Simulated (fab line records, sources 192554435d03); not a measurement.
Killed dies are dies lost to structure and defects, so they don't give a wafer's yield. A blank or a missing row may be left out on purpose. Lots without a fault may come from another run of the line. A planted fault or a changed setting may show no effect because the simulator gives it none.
Split-lot experiment | flow n5_finfet | 7 lots, 21 wafers read, on a route of 1938 steps

THE SPLIT
At N5_MOL_CONTACT_COAG_VIA_ETCH_117 (etches SiO2 in C4F6/O2, target depth 40 nm, overetch 8 nm, time 26 s), the setting bias_w was moved away from the recipe's 455 W on 9 of the 21 wafers read, by -13.4% to +14.3%. The other wafers ran this setting at the recipe's value.

The reading is taken at the split's own step.

THE READING
rf_vpp_V, in V, at N5_MOL_CONTACT_COAG_VIA_ETCH_117 (etches SiO2 in C4F6/O2, target depth 40 nm, overetch 8 nm, time 26 s). Fault-free wafers of this fab line usually give 1591 V, standard deviation 30 V.

wafer  | tool, chamber at the split | bias_w as run, W | against the recipe | rf_vpp_V, V | against lot-mates on the recipe
L077.1 | rie_diel-02, 2             | 455              | recipe             | 1580        | -
L077.3 | rie_diel-02, 3             | 394.3            | -13.3%             | 1402        | -178
L077.6 | rie_diel-02, 3             | 394.3            | -13.3%             | 1403        | -177
L078.1 | rie_diel-06, 3             | 455              | recipe             | 1601        | -
L078.3 | rie_diel-06, 2             | 455              | recipe             | 1618        | -
L078.5 | rie_diel-06, 2             | 455              | recipe             | 1617        | -
L079.1 | rie_diel-06, 0             | 455              | recipe             | 1642        | -
L079.4 | rie_diel-06, 1             | 455              | recipe             | 1558        | -
L079.5 | rie_diel-06, 3             | 455              | recipe             | 1601        | -
L088.1 | rie_diel-06, 0             | 520.1            | +14.3%             | 1812        | +254
L088.2 | rie_diel-06, 1             | 520.1            | +14.3%             | 1720        | +162
L088.5 | rie_diel-06, 1             | 455              | recipe             | 1558        | -
L089.3 | rie_diel-03, 1             | 455              | recipe             | 1586        | -
L089.4 | rie_diel-03, 3             | 488              | +7.3%              | 1674        | +86
L089.5 | rie_diel-03, 3             | 455              | recipe             | 1589        | -
L090.1 | rie_diel-02, 1             | 475.8            | +4.6%              | 1624        | no lot-mate on the recipe
L090.5 | rie_diel-02, 0             | 475.8            | +4.6%              | 1664        | no lot-mate on the recipe
L090.6 | rie_diel-02, 3             | 475.8            | +4.6%              | 1614        | no lot-mate on the recipe
L097.3 | rie_diel-06, 1             | 455              | recipe             | 1557        | -
L097.4 | rie_diel-06, 2             | 455              | recipe             | 1617        | -
L097.5 | rie_diel-06, 2             | 394.1            | -13.4%             | 1452        | -135

THE FIT
A straight line over all 21 wafers: rf_vpp_V changes by +12.4 V for each +1% of bias_w; r = +0.95; the points scatter about the line by 29 V.
The same after taking each lot's own level away (the mean of its wafers on the recipe; 18 wafers): +13.2 V for each +1%; r = +0.97; scatter 27 V.
On that fit, the largest move of bias_w shifts the reading by 1.9e+02 V.
The lots' own levels span 1558.0 to 1612.0 V, that is 1.8 times the standard deviation above.
So the lot-to-lot level changes the slope little: the two slopes agree.
Check: with one of the wafers moved furthest among these (+14.3%) left out of the fit, the line predicts +170 V for it against its lot-mates. It came out at +254 V against them.
Tool readings at the split's step, against how far the setting was moved: rf_vpp_V r = +0.95.

OTHER SPLITS ON THESE WAFERS
These wafers also went through other splits before the reading. Each is held against what the fit with the lots' levels taken away leaves over:
other split on the same wafers               | wafers away from the commonest value | r with rf_vpp_V (lot level and that fit taken away)
N5_SDB_COAT_05 spin_rpm                      | 9                                    | +0.12
N5_HKMG_FIN_COAT_43 spin_rpm                 | 5                                    | +0.49
N5_GATE_CUT_COAT_07 spin_rpm                 | 7                                    | -0.29
N5_GATE_CUT_DESCUM_18 time_s                 | 8                                    | +0.08
N5_MOL_CONTACT_COAG_CONTACT_ETCH_14 source_w | 2                                    | +0.00

THE FILE'S OWN FIT
rf_vpp_V changes by +12.6 V for each +1% of bias_w, r = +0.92.
